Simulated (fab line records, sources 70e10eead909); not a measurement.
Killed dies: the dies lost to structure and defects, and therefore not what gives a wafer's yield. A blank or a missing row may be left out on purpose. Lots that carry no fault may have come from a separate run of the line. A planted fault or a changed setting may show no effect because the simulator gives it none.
fab line records -- flow nand_harc
record: lots: 24, wafers: 72, last_day: 25
route steps=1159 shown A_WL_FILL@809 A_CONTACT@874
lots that met no fault: from a run of the same line without faults
start_h: the number of hours between the record's first day and the start of the first shown wafer of the lot -- wait_h: hours since the lot's step before -- " the same as in the row above -- L1.1+2: one row covering several wafers at once -- - no value, or no start was given -- * or withheld: withheld -- < > ~ a bound
route shown NAME@n: names a module that has steps shown in the file, with the first one's number in the route -- usual: mean/standard deviation taken from wafers without a fault -- same: alike in all rows -- chamber/n: place in a boat -- sites: each site's reading -- _std_site: the standard deviation of these -- _edge_site: inner sites' mean taken away from outer sites' mean -- radius_mm: how far each site lies from the wafer's centre -- mask NAME#n: copy n -- behind: the tool/chamber that last shaped the wafer -- hold: cause of the lot's hold/its duration in hours/its outcome -- device: which transistor (n, p or np) failed to switch -- end of line: tests run on the same wafers once the route is complete -- a step with no rows: only its recipe -- killed: dies lost to structure and defects at the first sort, not the wafer's yield -- map: dies across one wafer; x = killed, . = not, _ = none there
set.NAME: the setting that was run; set.NAME@STEP: the one run at that earlier step -- model.NAME: the simulator's own value behind a step, which no gauge read
steps of the route over a sample of lots; a table a step, a row a wafer
services: from which hour (start_h, from the record's first day; less than 0 if before it) a tool's chamber was out of use, for how many hours, and why
== steps ==
step: NHARC_A_WL_FILL_ALD_00
recipe: target_thk_a: 30, pulse_time_s: 3, ald_cycles: 30, temp_c: 300, material: Al2O3
usual: heater_power_w: 504/65, precursor_pulse_height_rel: 0.998/0.02
lot.wafer,tool,chamber,start_h,wait_h,heater_power_w,precursor_pulse_height_rel
L074.3,ald_hk-04,3,335.61,0.2,558,0.997
L074.2,ald_hk-04,2,335.61,0.2,414,0.994
L074.5,ald_hk-04,3,335.61,0.2,537,1.030
L075.3,ald_hk-01,0,341.51,0.1,461,0.998
L075.2,ald_hk-01,1,341.51,0.1,580,1.026
L075.4,ald_hk-01,3,341.51,0.1,523,0.991
L077.3,ald_hk-01,1,341.85,0.4,563,0.980
L077.2,ald_hk-01,2,341.85,0.4,511,0.991
L077.6,ald_hk-01,1,341.85,0.4,571,0.991
L078.3,ald_hk-02,2,348.49,0.1,508,1.018
L078.1,ald_hk-02,0,348.49,0.1,624,1.025
L078.5,ald_hk-02,2,348.49,0.1,490,1.000
L076.3,ald_hk-02,3,348.69,0.3,449,0.973
L076.1,ald_hk-02,1,348.69,0.3,428,0.985
L076.6,ald_hk-02,3,348.69,0.3,445,0.988
L079.1,ald_hk-02,1,369.77,0.1,425,0.978
L079.5,ald_hk-02,2,369.77,0.1,509,1.000
L079.6,ald_hk-02,3,369.77,0.1,439,0.993
L084.3,ald_hk-01,0,380.90,0.1,463,1.029
L084.4,ald_hk-01,1,380.90,0.1,576,0.963
L084.6,ald_hk-01,1,380.90,0.1,584,0.979
L080.4,ald_hk-04,0,380.96,0.1,416,1.008
L080.6,ald_hk-04,2,380.96,0.1,414,0.971
L080.5,ald_hk-04,3,380.96,0.1,597,1.017
L082.4,ald_hk-01,1,381.10,0.2,582,0.986
L082.1,ald_hk-01,2,381.10,0.2,502,0.997
L082.5,ald_hk-01,1,381.10,0.2,600,0.969
L083.2,ald_hk-04,0,381.10,0.2,412,1.006
L083.1,ald_hk-04,2,381.10,0.2,415,0.990
L083.6,ald_hk-04,3,381.10,0.2,580,0.960
L081.3,ald_hk-01,1,386.94,0.1,571,1.028
L081.4,ald_hk-01,3,386.94,0.1,533,1.024
L081.6,ald_hk-01,1,386.94,0.1,577,1.014
L086.2,ald_hk-02,2,404.90,0.1,517,1.000
L086.3,ald_hk-02,0,404.90,0.1,602,0.981
L086.5,ald_hk-02,2,404.90,0.1,514,0.975
L085.3,ald_hk-04,0,404.90,0.1,405,0.986
L085.2,ald_hk-04,3,404.90,0.1,574,0.984
L085.6,ald_hk-04,1,404.90,0.1,555,0.998
L087.4,ald_hk-01,1,404.97,0.1,565,1.017
L087.6,ald_hk-01,3,404.97,0.1,520,0.982
L087.5,ald_hk-01,0,404.97,0.1,470,1.013
L088.2,ald_hk-01,2,418.36,0.4,517,1.008
L088.4,ald_hk-01,3,418.36,0.4,566,0.997
L088.5,ald_hk-01,2,418.36,0.4,507,0.995
L089.3,ald_hk-02,0,430.27,0.1,610,1.044
L089.1,ald_hk-02,1,430.27,0.1,444,1.005
L089.4,ald_hk-02,2,430.27,0.1,492,1.037
L091.4,ald_hk-02,0,430.44,0.2,620,1.028
L091.6,ald_hk-02,3,430.44,0.2,441,0.965
L091.5,ald_hk-02,0,430.44,0.2,607,1.028
L092.4,ald_hk-02,1,437.12,0.1,435,1.023
L092.3,ald_hk-02,2,437.12,0.1,510,0.975
L092.6,ald_hk-02,0,437.12,0.1,607,0.986
L090.3,ald_hk-04,1,437.15,0.1,567,1.013
L090.5,ald_hk-04,3,437.15,0.1,584,1.008
L090.6,ald_hk-04,0,437.15,0.1,420,1.005
L094.4,ald_hk-01,2,443.00,0.1,504,1.004
L094.5,ald_hk-01,3,443.00,0.1,559,1.020
L094.6,ald_hk-01,0,443.00,0.1,428,0.997
L093.1,ald_hk-01,1,443.09,0.2,556,1.006
L093.3,ald_hk-01,3,443.09,0.2,552,1.040
L093.4,ald_hk-01,0,443.09,0.2,428,1.001
L095.1,ald_hk-01,0,460.35,1.0,430,1.001
L095.6,ald_hk-01,2,460.35,1.0,504,1.014
L095.5,ald_hk-01,3,460.35,1.0,568,0.974
L097.3,ald_hk-04,1,471.58,0.1,564,1.014
L097.1,ald_hk-04,3,471.58,0.1,567,0.993
L097.6,ald_hk-04,1,471.58,0.1,562,1.011
L096.2,ald_hk-04,0,478.34,0.2,414,1.036
L096.4,ald_hk-04,1,478.34,0.2,552,0.963
L096.1,ald_hk-04,3,478.34,0.2,580,0.994
step: NHARC_A_WL_FILL_ETCHBACK_16
recipe: target_depth_a: 880, time_s: 17.6, c4f8_flow_sccm: withheld, o2_flow_sccm: 8, ar_flow_sccm: withheld, rf_w: 600, bias_w: 800, chemistry: C4F8/O2/Ar
usual: bias_w: 799.7/2.3, oes_product_au: 0.97/0.035, rf_vpp_V: 721/4.8
lot.wafer,tool,chamber,start_h,wait_h,bias_w,oes_product_au,rf_hours_counter_h,rf_vpp_V
L074.3,rie_diel-03,3,-,-,802.4,0.91,5.5,729
L074.2,rie_diel-03,2,-,-,804.4,0.91,5.3,725
L074.5,rie_diel-03,3,-,-,798.6,0.92,-,731
L075.3,rie_diel-02,2,-,-,798.8,1.00,0.3,717
L075.4,rie_diel-02,3,-,-,801.1,0.98,1.7,717
L075.2,rie_diel-02,1,-,-,799.0,0.98,1.9,717
L077.2,rie_diel-05,1,-,-,798.9,1.02,0.1,723
L077.3,rie_diel-05,3,-,-,801.2,1.01,0.1,717
L077.6,rie_diel-05,1,-,-,797.5,1.03,-,726
L076.3,rie_diel-03,3,-,-,798.0,0.92,5.8,729
L076.1,rie_diel-03,2,-,-,799.1,0.91,5.8,725
L076.6,rie_diel-03,3,-,-,796.5,0.92,-,729
L078.3,rie_diel-02,1,-,-,801.0,0.98,2.6,717
L078.1,rie_diel-02,0,-,-,797.7,0.98,3.0,716
L078.5,rie_diel-02,1,-,-,801.4,0.98,-,717
L079.1,rie_diel-03,1,-,-,797.9,0.92,4.4,728
L079.6,rie_diel-03,1,-,-,798.0,0.92,-,727
L079.5,rie_diel-03,2,-,-,799.1,0.91,-,725
L084.3,rie_diel-02,0,-,-,794.0,0.97,4.3,717
L084.4,rie_diel-02,1,-,-,802.5,0.96,3.8,715
L084.6,rie_diel-02,0,-,-,794.7,0.98,-,718
L080.4,rie_diel-02,3,-,-,800.6,0.97,4.4,716
L080.5,rie_diel-02,3,-,-,800.3,0.98,-,716
L080.6,rie_diel-02,0,-,-,800.3,0.99,-,715
L082.1,rie_diel-02,1,-,-,800.5,0.98,4.4,717
L082.4,rie_diel-02,2,-,-,798.2,1.00,2.3,720
L082.5,rie_diel-02,1,-,-,798.7,0.97,-,718
L083.2,rie_diel-05,3,-,-,798.0,0.97,0.9,717
L083.1,rie_diel-05,2,-,-,798.6,1.01,1.6,721
L083.6,rie_diel-05,3,-,-,800.0,0.96,-,719
L081.4,rie_diel-02,3,-,-,798.3,0.98,4.7,717
L081.3,rie_diel-02,1,-,-,802.0,0.99,4.6,718
L081.6,rie_diel-02,2,-,-,800.1,1.00,-,719
L086.3,rie_diel-03,1,-,-,800.1,0.99,1.0,727
L086.2,rie_diel-03,3,-,-,798.5,0.99,0.7,728
L086.5,rie_diel-03,1,-,-,799.3,1.00,-,727
L085.3,rie_diel-02,0,-,-,801.0,0.98,7.0,717
L085.2,rie_diel-02,2,-,-,799.6,1.01,3.8,717
L085.6,rie_diel-02,0,-,-,798.2,1.00,-,716
L087.4,rie_diel-02,2,-,-,796.3,1.00,3.8,718
L087.6,rie_diel-02,1,-,-,801.2,0.98,-,716
L087.5,rie_diel-02,2,-,-,802.2,0.99,-,719
L088.4,rie_diel-03,0,-,-,796.3,1.00,1.2,718
L088.2,rie_diel-03,1,-,-,801.1,1.01,1.3,728
L088.5,rie_diel-03,0,-,-,796.3,1.00,-,719
L089.1,rie_diel-05,1,-,-,799.7,1.02,2.8,725
L089.3,rie_diel-05,3,-,-,797.8,0.99,2.0,719
L089.4,rie_diel-05,0,-,-,802.4,1.01,-,730
L091.4,rie_diel-03,3,-,-,799.9,1.00,1.3,729
L091.5,rie_diel-03,2,-,-,794.5,0.98,-,727
L091.6,rie_diel-03,3,-,-,800.9,0.99,-,729
L092.3,rie_diel-02,2,-,-,801.3,1.00,5.5,718
L092.4,rie_diel-02,3,-,-,804.1,0.97,7.8,717
L092.6,rie_diel-02,0,-,-,799.7,0.98,-,717
L090.3,rie_diel-02,2,-,-,798.1,1.00,5.5,718
L090.5,rie_diel-02,0,-,-,797.4,0.97,-,717
L090.6,rie_diel-02,1,-,-,803.4,0.97,-,716
L093.4,rie_diel-03,3,-,-,803.2,1.00,1.8,730
L093.1,rie_diel-03,0,-,-,799.5,0.99,1.9,718
L093.3,rie_diel-03,2,-,-,800.1,0.98,2.0,726
L094.4,rie_diel-02,0,-,-,799.5,0.90,9.6,717
L094.6,rie_diel-02,3,-,-,800.2,0.89,-,717
L094.5,rie_diel-02,0,-,-,798.6,0.90,-,716
L095.1,rie_diel-03,0,485.50,7.7,799.8,1.00,3.2,720
L095.6,rie_diel-03,3,485.50,7.7,799.9,1.00,-,730
L095.5,rie_diel-03,0,485.50,7.7,801.8,1.01,-,718
L097.1,rie_diel-02,1,-,-,800.6,0.91,9.9,717
L097.3,rie_diel-02,2,-,-,800.0,0.93,7.6,719
L097.6,rie_diel-02,1,-,-,799.4,0.91,-,718
L096.1,rie_diel-02,0,-,-,799.8,0.93,10.9,717
L096.4,rie_diel-02,2,-,-,802.7,0.97,7.6,719
L096.2,rie_diel-02,3,-,-,801.2,0.94,10.1,717
step: NHARC_A_WL_FILL_CVD_20
recipe: target_thk_a: 750, temp_c: 300, pressure_torr: 40, wf6_flow_sccm: 40, h2_flow_sccm: 1600, ar_flow_sccm: 1560, time_s: 5064, material: W
usual: heater_power_w: 455/23, throttle_valve_pct: 7.7/0.45
lot.wafer,tool,chamber,start_h,wait_h,heater_power_w,throttle_valve_pct
L074.2,cvd_w-01,0,-,-,444,7.6
L074.3,cvd_w-01,0,-,-,451,7.7
L074.5,cvd_w-01,1,-,-,443,7.6
L077.2,cvd_w-02,1,-,-,424,7.7
L077.3,cvd_w-02,1,-,-,434,7.4
L077.6,cvd_w-02,0,-,-,497,8.6
L075.2,cvd_w-01,1,-,-,455,7.6
L075.3,cvd_w-01,0,-,-,451,7.6
L075.4,cvd_w-01,1,-,-,434,7.7
L076.1,cvd_w-01,0,-,-,444,7.4
L076.3,cvd_w-01,1,-,-,445,7.8
L076.6,cvd_w-01,1,-,-,445,7.7
L078.1,cvd_w-02,0,-,-,492,8.4
L078.3,cvd_w-02,1,-,-,432,7.6
L078.5,cvd_w-02,0,-,-,488,8.4
L079.1,cvd_w-02,0,-,-,490,8.1
L079.5,cvd_w-02,1,-,-,424,7.1
L079.6,cvd_w-02,0,-,-,490,8.4
L084.3,cvd_w-02,0,-,-,502,8.0
L084.4,cvd_w-02,1,-,-,435,7.1
L084.6,cvd_w-02,1,-,-,437,6.9
L080.4,cvd_w-01,1,-,-,448,7.9
L080.5,cvd_w-01,0,-,-,437,7.2
L080.6,cvd_w-01,1,-,-,438,8.0
L083.2,cvd_w-02,1,-,-,443,7.0
L083.1,cvd_w-02,0,-,-,500,8.4
L083.6,cvd_w-02,1,-,-,434,6.9
L082.1,cvd_w-01,1,-,-,456,7.9
L082.4,cvd_w-01,0,-,-,439,7.4
L082.5,cvd_w-01,1,-,-,442,7.7
L081.4,cvd_w-01,0,-,-,436,7.4
L081.3,cvd_w-01,1,-,-,453,7.6
L081.6,cvd_w-01,1,-,-,450,7.8
L085.2,cvd_w-01,1,-,-,447,7.7
L085.3,cvd_w-01,0,-,-,439,7.6
L085.6,cvd_w-01,0,-,-,436,7.7
L086.2,cvd_w-02,0,-,-,500,8.4
L086.3,cvd_w-02,1,-,-,426,7.1
L086.5,cvd_w-02,1,-,-,436,7.1
L087.4,cvd_w-02,0,-,-,479,8.5
L087.5,cvd_w-02,1,-,-,430,7.3
L087.6,cvd_w-02,0,-,-,481,8.3
L088.2,cvd_w-02,0,-,-,479,8.1
L088.4,cvd_w-02,1,-,-,426,7.3
L088.5,cvd_w-02,1,-,-,424,7.2
L089.1,cvd_w-01,1,-,-,440,8.0
L089.3,cvd_w-01,1,-,-,443,7.5
L089.4,cvd_w-01,0,-,-,450,7.5
L091.4,cvd_w-02,0,-,-,487,8.5
L091.5,cvd_w-02,1,-,-,437,7.1
L091.6,cvd_w-02,0,-,-,493,8.2
L092.4,cvd_w-01,0,-,-,451,7.5
L092.3,cvd_w-01,1,-,-,457,7.8
L092.6,cvd_w-01,1,-,-,446,7.7
L090.3,cvd_w-02,1,-,-,443,7.2
L090.5,cvd_w-02,0,-,-,508,8.2
L090.6,cvd_w-02,1,-,-,440,7.0
L093.1,cvd_w-01,1,-,-,441,7.8
L093.3,cvd_w-01,1,-,-,449,8.0
L093.4,cvd_w-01,0,-,-,442,7.6
L094.4,cvd_w-02,0,-,-,499,8.3
L094.6,cvd_w-02,1,-,-,433,7.5
L094.5,cvd_w-02,0,-,-,481,8.5
L095.1,cvd_w-01,1,-,-,463,8.0
L095.5,cvd_w-01,1,-,-,452,7.6
L095.6,cvd_w-01,1,-,-,446,7.6
L097.1,cvd_w-02,1,-,-,430,7.2
L097.3,cvd_w-02,0,-,-,485,8.5
L097.6,cvd_w-02,0,-,-,503,8.2
L096.1,cvd_w-01,1,-,-,441,7.6
L096.2,cvd_w-01,0,-,-,437,8.0
L096.4,cvd_w-01,0,-,-,449,8.1
step: NHARC_A_CONTACT_ETCH_123
recipe: source_w: withheld, pressure_mtorr: 20, bias_v: 400, time_s: 253, target_depth_a: 10900, ar_flow_sccm: withheld, c4f8_flow_sccm: 11.5, o2_flow_sccm: 7.2, chemistry: C4F8/O2/Ar
lot.wafer,tool,chamber,start_h,wait_h,rf_hours_counter_h
L074.2,har_cap_etch-02,0,372.50,0.1,11
L074.3,har_cap_etch-02,0,372.50,0.1,-
L074.5,har_cap_etch-02,1,372.50,0.1,-
L077.2,har_cap_etch-03,1,374.70,0.1,83
L077.3,har_cap_etch-03,1,374.70,0.1,-
L077.6,har_cap_etch-03,0,374.70,0.1,-
L075.2,har_cap_etch-03,0,377.85,0.1,84
L075.4,har_cap_etch-03,0,377.85,0.1,-
L075.3,har_cap_etch-03,1,377.85,0.1,-
L076.1,har_cap_etch-03,1,382.57,0.1,85
L076.3,har_cap_etch-03,1,382.57,0.1,-
L076.6,har_cap_etch-03,1,382.57,0.1,-
L078.1,har_cap_etch-02,0,387.55,0.1,15
L078.3,har_cap_etch-02,0,387.55,0.1,-
L078.5,har_cap_etch-02,1,387.55,0.1,-
L079.1,har_cap_etch-01,1,407.07,0.1,63
L079.6,har_cap_etch-01,0,407.07,0.1,-
L079.5,har_cap_etch-01,1,407.07,0.1,-
L084.3,har_cap_etch-03,0,413.55,0.2,-
L084.4,har_cap_etch-03,1,413.55,0.2,-
L084.6,har_cap_etch-03,1,413.55,0.2,-
L080.4,har_cap_etch-01,0,419.24,0.2,-
L080.6,har_cap_etch-01,1,419.24,0.2,-
L080.5,har_cap_etch-01,0,419.24,0.2,-
L082.1,har_cap_etch-02,1,425.78,0.1,19
L082.4,har_cap_etch-02,1,425.78,0.1,-
L082.5,har_cap_etch-02,0,425.78,0.1,-
L083.1,har_cap_etch-03,0,427.48,0.1,92
L083.2,har_cap_etch-03,1,427.48,0.1,92
L083.6,har_cap_etch-03,0,427.48,0.1,-
L081.3,har_cap_etch-01,0,430.66,0.2,-
L081.4,har_cap_etch-01,1,430.66,0.2,-
L081.6,har_cap_etch-01,1,430.66,0.2,-
L085.2,har_cap_etch-02,0,439.86,0.1,22
L085.3,har_cap_etch-02,0,439.86,0.1,-
L085.6,har_cap_etch-02,1,439.86,0.1,-
L086.2,har_cap_etch-01,0,440.19,0.1,69
L086.3,har_cap_etch-01,0,440.19,0.1,-
L086.5,har_cap_etch-01,1,440.19,0.1,-
L087.4,har_cap_etch-01,1,444.11,0.2,-
L087.6,har_cap_etch-01,0,444.11,0.2,-
L087.5,har_cap_etch-01,1,444.11,0.2,-
L088.2,har_cap_etch-03,0,453.28,0.1,98
L088.4,har_cap_etch-03,1,453.28,0.1,-
L088.5,har_cap_etch-03,1,453.28,0.1,-
L091.4,har_cap_etch-02,1,464.69,0.2,-
L091.5,har_cap_etch-02,0,464.69,0.2,-
L091.6,har_cap_etch-02,1,464.69,0.2,-
L089.1,har_cap_etch-03,0,465.04,0.1,99
L089.3,har_cap_etch-03,1,465.04,0.1,-
L089.4,har_cap_etch-03,0,465.04,0.1,-
L090.3,har_cap_etch-02,0,471.79,0.2,-
L090.6,har_cap_etch-02,1,471.79,0.2,-
L090.5,har_cap_etch-02,0,471.79,0.2,-
L092.3,har_cap_etch-03,1,472.54,0.2,-
L092.4,har_cap_etch-03,0,472.54,0.2,-
L092.6,har_cap_etch-03,0,472.54,0.2,-
L093.1,har_cap_etch-03,0,479.04,0.2,102
L093.4,har_cap_etch-03,1,479.04,0.2,-
L093.3,har_cap_etch-03,0,479.04,0.2,-
L094.4,har_cap_etch-01,0,480.05,0.2,-
L094.6,har_cap_etch-01,0,480.05,0.2,-
L094.5,har_cap_etch-01,1,480.05,0.2,-
L095.1,har_cap_etch-03,1,507.62,0.1,106
L095.5,har_cap_etch-03,1,507.62,0.1,-
L095.6,har_cap_etch-03,0,507.62,0.1,-
L097.1,har_cap_etch-02,1,510.04,0.1,34
L097.3,har_cap_etch-02,0,510.04,0.1,-
L097.6,har_cap_etch-02,1,510.04,0.1,-
L096.1,har_cap_etch-01,1,514.11,0.1,81
L096.2,har_cap_etch-01,0,514.11,0.1,81
L096.4,har_cap_etch-01,0,514.11,0.1,-
step: NHARC_A_CONTACT_CD_MEAS_53
usual: cd_nm: 190.0/0.72
lot.wafer,tool,chamber,start_h,wait_h,cd_nm
L074.2,cd_sem-02,-,373.43,-,188.1
L074.3,cd_sem-02,-,373.43,-,189.0
L074.5,cd_sem-02,-,373.43,-,189.9
L077.2,cd_sem-03,-,375.52,-,190.5
L077.3,cd_sem-03,-,375.52,-,190.1
L077.6,cd_sem-03,-,375.52,-,190.4
L075.2,cd_sem-01,-,378.68,-,190.5
L075.3,cd_sem-01,-,378.68,-,190.3
L075.4,cd_sem-01,-,378.68,-,190.1
L076.1,cd_sem-02,-,383.52,-,190.0
L076.3,cd_sem-02,-,383.52,-,191.2
L076.6,cd_sem-02,-,383.52,-,191.2
L078.1,cd_sem-03,-,388.37,-,190.1
L078.3,cd_sem-03,-,388.37,-,190.0
L078.5,cd_sem-03,-,388.37,-,190.0
L079.1,cd_sem-02,-,407.83,-,190.3
L079.5,cd_sem-02,-,407.83,-,190.9
L079.6,cd_sem-02,-,407.83,-,190.5
L084.3,cd_sem-02,-,414.26,-,190.0
L084.4,cd_sem-02,-,414.26,-,189.8
L084.6,cd_sem-02,-,414.26,-,189.9
L080.4,cd_sem-01,-,419.92,-,190.0
L080.5,cd_sem-01,-,419.92,-,190.8
L080.6,cd_sem-01,-,419.92,-,190.2
L082.1,cd_sem-03,-,426.57,-,188.7
L082.4,cd_sem-03,-,426.57,-,189.2
L082.5,cd_sem-03,-,426.57,-,189.0
L083.1,cd_sem-01,-,428.29,-,190.9
L083.2,cd_sem-01,-,428.29,-,190.3
L083.6,cd_sem-01,-,428.29,-,190.4
L081.3,cd_sem-02,-,431.38,-,190.2
L081.4,cd_sem-02,-,431.38,-,189.9
L081.6,cd_sem-02,-,431.38,-,190.6
L085.2,cd_sem-03,-,440.63,-,188.5
L085.3,cd_sem-03,-,440.63,-,190.2
L085.6,cd_sem-03,-,440.63,-,190.0
L086.2,cd_sem-03,-,440.99,-,189.1
L086.3,cd_sem-03,-,440.99,-,188.6
L086.5,cd_sem-03,-,440.99,-,188.0
L087.4,cd_sem-01,-,444.81,-,190.4
L087.5,cd_sem-01,-,444.81,-,190.4
L087.6,cd_sem-01,-,444.81,-,190.4
L088.2,cd_sem-03,-,454.10,-,189.6
L088.4,cd_sem-03,-,454.10,-,190.5
L088.5,cd_sem-03,-,454.10,-,190.8
L091.4,cd_sem-03,-,465.35,-,190.9
L091.5,cd_sem-03,-,465.35,-,190.8
L091.6,cd_sem-03,-,465.35,-,190.3
L089.1,cd_sem-02,-,465.81,-,190.0
L089.3,cd_sem-02,-,465.81,-,189.7
L089.4,cd_sem-02,-,465.81,-,190.9
L090.3,cd_sem-03,-,472.46,-,189.0
L090.5,cd_sem-03,-,472.46,-,189.8
L090.6,cd_sem-03,-,472.46,-,189.7
L092.3,cd_sem-02,-,474.02,-,189.8
L092.4,cd_sem-02,-,474.02,-,190.8
L092.6,cd_sem-02,-,474.02,-,190.1
L093.1,cd_sem-01,-,479.90,-,189.4
L093.3,cd_sem-01,-,479.90,-,189.3
L093.4,cd_sem-01,-,479.90,-,188.3
L094.4,cd_sem-03,-,480.85,-,189.6
L094.5,cd_sem-03,-,480.85,-,189.8
L094.6,cd_sem-03,-,480.85,-,189.9
L095.1,cd_sem-03,-,508.53,-,190.3
L095.5,cd_sem-03,-,508.53,-,189.7
L095.6,cd_sem-03,-,508.53,-,189.9
L097.1,cd_sem-03,-,510.86,-,189.0
L097.3,cd_sem-03,-,510.86,-,188.9
L097.6,cd_sem-03,-,510.86,-,189.4
L096.1,cd_sem-03,-,515.40,-,189.7
L096.2,cd_sem-03,-,515.40,-,189.4
L096.4,cd_sem-03,-,515.40,-,190.7
step: NHARC_A_CONTACT_ETCH_127
recipe: source_w: withheld, pressure_mtorr: 20, bias_v: 1200, time_s: 155, target_depth_a: 9560, ar_flow_sccm: withheld, c4f8_flow_sccm: withheld, o2_flow_sccm: withheld, chemistry: C4F8/O2/Ar
lot.wafer,tool,chamber,start_h,wait_h,rf_hours_counter_h
L074.2,har_cap_etch-01,0,380.66,0.1,58
L074.3,har_cap_etch-01,1,380.66,0.1,-
L074.5,har_cap_etch-01,1,380.66,0.1,-
L077.2,har_cap_etch-02,0,381.00,0.1,13
L077.3,har_cap_etch-02,0,381.00,0.1,-
L077.6,har_cap_etch-02,0,381.00,0.1,-
L075.2,har_cap_etch-01,1,384.76,0.1,59
L075.4,har_cap_etch-01,0,384.76,0.1,-
L075.3,har_cap_etch-01,1,384.76,0.1,-
L076.1,har_cap_etch-03,0,388.75,0.1,86
L076.3,har_cap_etch-03,0,388.75,0.1,-
L076.6,har_cap_etch-03,0,388.75,0.1,-
L078.1,har_cap_etch-01,1,393.80,0.1,61
L078.3,har_cap_etch-01,0,393.80,0.1,-
L078.5,har_cap_etch-01,1,393.80,0.1,-
L079.1,har_cap_etch-02,1,416.27,0.1,17
L079.6,har_cap_etch-02,0,416.27,0.1,-
L079.5,har_cap_etch-02,1,416.27,0.1,-
L084.3,har_cap_etch-03,1,422.52,0.1,-
L084.4,har_cap_etch-03,0,422.52,0.1,-
L084.6,har_cap_etch-03,1,422.52,0.1,-
L080.4,har_cap_etch-02,0,428.57,0.1,-
L080.5,har_cap_etch-02,0,428.57,0.1,-
L080.6,har_cap_etch-02,1,428.57,0.1,-
L082.1,har_cap_etch-02,0,433.15,0.2,21
L082.4,har_cap_etch-02,0,433.15,0.2,-
L082.5,har_cap_etch-02,1,433.15,0.2,-
L083.2,har_cap_etch-01,1,434.85,0.1,67
L083.1,har_cap_etch-01,0,434.85,0.1,67
L083.6,har_cap_etch-01,1,434.85,0.1,-
L081.3,har_cap_etch-03,1,438.97,0.1,-
L081.4,har_cap_etch-03,0,438.97,0.1,-
L081.6,har_cap_etch-03,0,438.97,0.1,-
L085.2,har_cap_etch-03,0,446.25,0.1,96
L085.3,har_cap_etch-03,0,446.25,0.1,-
L085.6,har_cap_etch-03,1,446.25,0.1,-
L086.2,har_cap_etch-01,1,447.12,0.1,71
L086.3,har_cap_etch-01,0,447.12,0.1,-
L086.5,har_cap_etch-01,1,447.12,0.1,-
L087.4,har_cap_etch-02,0,450.61,0.1,-
L087.5,har_cap_etch-02,0,450.61,0.1,-
L087.6,har_cap_etch-02,1,450.61,0.1,-
L088.2,har_cap_etch-01,0,459.81,0.1,73
L088.4,har_cap_etch-01,1,459.81,0.1,-
L088.5,har_cap_etch-01,1,459.81,0.1,-
L089.1,har_cap_etch-01,1,473.47,0.1,75
L089.4,har_cap_etch-01,1,473.47,0.1,-
L089.3,har_cap_etch-01,0,473.47,0.1,-
L091.4,har_cap_etch-02,0,474.96,0.1,-
L091.5,har_cap_etch-02,1,474.96,0.1,-
L091.6,har_cap_etch-02,0,474.96,0.1,-
L090.3,har_cap_etch-02,0,479.28,0.1,-
L090.6,har_cap_etch-02,0,479.28,0.1,-
L090.5,har_cap_etch-02,1,479.28,0.1,-
L092.4,har_cap_etch-03,0,481.20,0.2,-
L092.3,har_cap_etch-03,1,481.20,0.2,-
L092.6,har_cap_etch-03,1,481.20,0.2,-
L093.1,har_cap_etch-03,0,487.14,0.1,104
L093.4,har_cap_etch-03,1,487.14,0.1,-
L093.3,har_cap_etch-03,0,487.14,0.1,-
L094.4,har_cap_etch-01,0,487.65,0.1,-
L094.6,har_cap_etch-01,1,487.65,0.1,-
L094.5,har_cap_etch-01,0,487.65,0.1,-
L095.1,har_cap_etch-02,0,515.44,0.1,35
L095.5,har_cap_etch-02,1,515.44,0.1,-
L095.6,har_cap_etch-02,0,515.44,0.1,-
L097.1,har_cap_etch-01,0,517.49,0.1,81
L097.3,har_cap_etch-01,0,517.49,0.1,-
L097.6,har_cap_etch-01,0,517.49,0.1,-
L096.1,har_cap_etch-03,0,520.58,0.1,108
L096.2,har_cap_etch-03,1,520.58,0.1,108
L096.4,har_cap_etch-03,1,520.58,0.1,-
== services ==
tool,chamber,start_h,hours,kind
rie_diel-03,0,320.66,15.9,repair
har_cap_etch-02,0,322.50,-,clean
har_cap_etch-02,1,322.50,-,clean
rie_diel-02,-,327.70,9.0,pm
rie_diel-02,0,327.70,9.0,vent_cycle
rie_diel-02,1,327.70,9.0,vent_cycle
rie_diel-03,1,327.83,19.0,repair
ald_hk-04,-,339.55,1.0,repair
rie_diel-05,-,340.60,9.0,pm
rie_diel-02,2,341.53,12.6,repair
cvd_w-02,-,379.42,13.0,pm
rie_diel-05,3,383.39,19.8,repair
ald_hk-01,-,388.62,0.3,repair
rie_diel-03,-,392.33,9.0,pm
ald_hk-01,-,406.94,10.0,pm
rie_diel-05,2,443.82,4.2,repair
rie_diel-05,0,450.81,4.9,repair
ald_hk-02,-,458.66,10.0,pm
ald_hk-04,-,459.57,1.3,repair
rie_diel-03,1,470.57,3.0,repair
cvd_w-01,-,478.08,13.0,pm
rie_diel-02,1,497.73,9.5,repair
rie_diel-02,-,504.70,9.0,pm
rie_diel-05,-,517.63,9.0,pm
== key ==
fault none
